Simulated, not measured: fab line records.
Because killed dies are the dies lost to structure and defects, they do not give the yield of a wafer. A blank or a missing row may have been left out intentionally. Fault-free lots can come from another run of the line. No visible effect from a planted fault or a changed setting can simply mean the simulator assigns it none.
Chamber matching || flow n5Finfet || cvdCo-01 running N5_BEOL_M5_PRE_CLEAN_77: 3 sister chambers
The step time 15 s. 24 wafers are shown with their chamber, then 12 later ones without.

## EACH WAFER AND ITS CHAMBER
{"wafer": "L086.1", "chamber": 2, "heaterPowerW (W)": 86}
{"wafer": "L086.2", "chamber": 0, "heaterPowerW (W)": 71}
{"wafer": "L086.3", "chamber": 1, "heaterPowerW (W)": 68}
{"wafer": "L086.4", "chamber": 2, "heaterPowerW (W)": 88}
{"wafer": "L086.5", "chamber": 1, "heaterPowerW (W)": 70}
{"wafer": "L086.6", "chamber": 0, "heaterPowerW (W)": 73}
{"wafer": "L088.2", "chamber": 1, "heaterPowerW (W)": 67}
{"wafer": "L088.4", "chamber": 1, "heaterPowerW (W)": 68}
{"wafer": "L088.6", "chamber": 0, "heaterPowerW (W)": 69}
{"wafer": "L089.2", "chamber": 2, "heaterPowerW (W)": 85}
{"wafer": "L089.3", "chamber": 0, "heaterPowerW (W)": 73}
{"wafer": "L089.6", "chamber": 2, "heaterPowerW (W)": 87}
{"wafer": "L091.1", "chamber": 2, "heaterPowerW (W)": 89}
{"wafer": "L091.2", "chamber": 0, "heaterPowerW (W)": 72}
{"wafer": "L091.3", "chamber": 1, "heaterPowerW (W)": 67}
{"wafer": "L091.4", "chamber": 0, "heaterPowerW (W)": 73}
{"wafer": "L091.5", "chamber": 1, "heaterPowerW (W)": 67}
{"wafer": "L091.6", "chamber": 2, "heaterPowerW (W)": 88}
{"wafer": "L092.1", "chamber": 1, "heaterPowerW (W)": 69}
{"wafer": "L092.2", "chamber": 2, "heaterPowerW (W)": 87}
{"wafer": "L092.4", "chamber": 0, "heaterPowerW (W)": 73}
{"wafer": "L094.1", "chamber": 1, "heaterPowerW (W)": 68}
{"wafer": "L094.2", "chamber": 2, "heaterPowerW (W)": 87}
{"wafer": "L094.3", "chamber": 0, "heaterPowerW (W)": 72}

SIGNATURES, as means of the wafers listed above
{"reading": "heaterPowerW", "chamber 0": 72.00, "chamber 1": 68.00, "chamber 2": 87.12, "scatter within a chamber": 1.25}
Rule: for each reading, subtract the chamber's mean from the wafer's reading, divide by that reading's scatter and square the result; add these up over the readings and take the root, which gives the wafer's distance from the chamber. If the next closest chamber is less than 2 further off than the closest, the wafer can't be placed; otherwise it belongs to the closest. The scatter is the square root of a quotient: the sum, over the shown wafers, of each reading's squared deviation from its chamber's mean, divided by wafers minus chambers.

## WAFERS WHOSE CHAMBER IS MISSING
{"wafer": "L094.4", "heaterPowerW (W)": 88}
{"wafer": "L094.5", "heaterPowerW (W)": 72}
{"wafer": "L094.6", "heaterPowerW (W)": 67}
{"wafer": "L095.1", "heaterPowerW (W)": 71}
{"wafer": "L095.2", "heaterPowerW (W)": 68}
{"wafer": "L095.3", "heaterPowerW (W)": 87}
{"wafer": "L095.4", "heaterPowerW (W)": 68}
{"wafer": "L095.5", "heaterPowerW (W)": 72}
{"wafer": "L095.6", "heaterPowerW (W)": 88}
{"wafer": "L097.3", "heaterPowerW (W)": 88}
{"wafer": "L097.4", "heaterPowerW (W)": 73}
{"wafer": "L097.6", "heaterPowerW (W)": 67}

## EACH ONE'S CHAMBER
{"wafer": "L094.4", "from the rows above": 2, "in truth": 2}
{"wafer": "L094.5", "from the rows above": 0, "in truth": 0}
{"wafer": "L094.6", "from the rows above": 1, "in truth": 1}
{"wafer": "L095.1", "from the rows above": "can't be placed: 0 or 1", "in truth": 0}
{"wafer": "L095.2", "from the rows above": 1, "in truth": 1}
{"wafer": "L095.3", "from the rows above": 2, "in truth": 2}
{"wafer": "L095.4", "from the rows above": 1, "in truth": 1}
{"wafer": "L095.5", "from the rows above": 0, "in truth": 0}
{"wafer": "L095.6", "from the rows above": 2, "in truth": 2}
{"wafer": "L097.3", "from the rows above": 2, "in truth": 2}
{"wafer": "L097.4", "from the rows above": 0, "in truth": 0}
{"wafer": "L097.6", "from the rows above": 1, "in truth": 1}
11 of 12 placed correctly. Unplaceable from these rows: 1, with the true chamber sitting among the candidates in 1. Wrongly placed: 0.
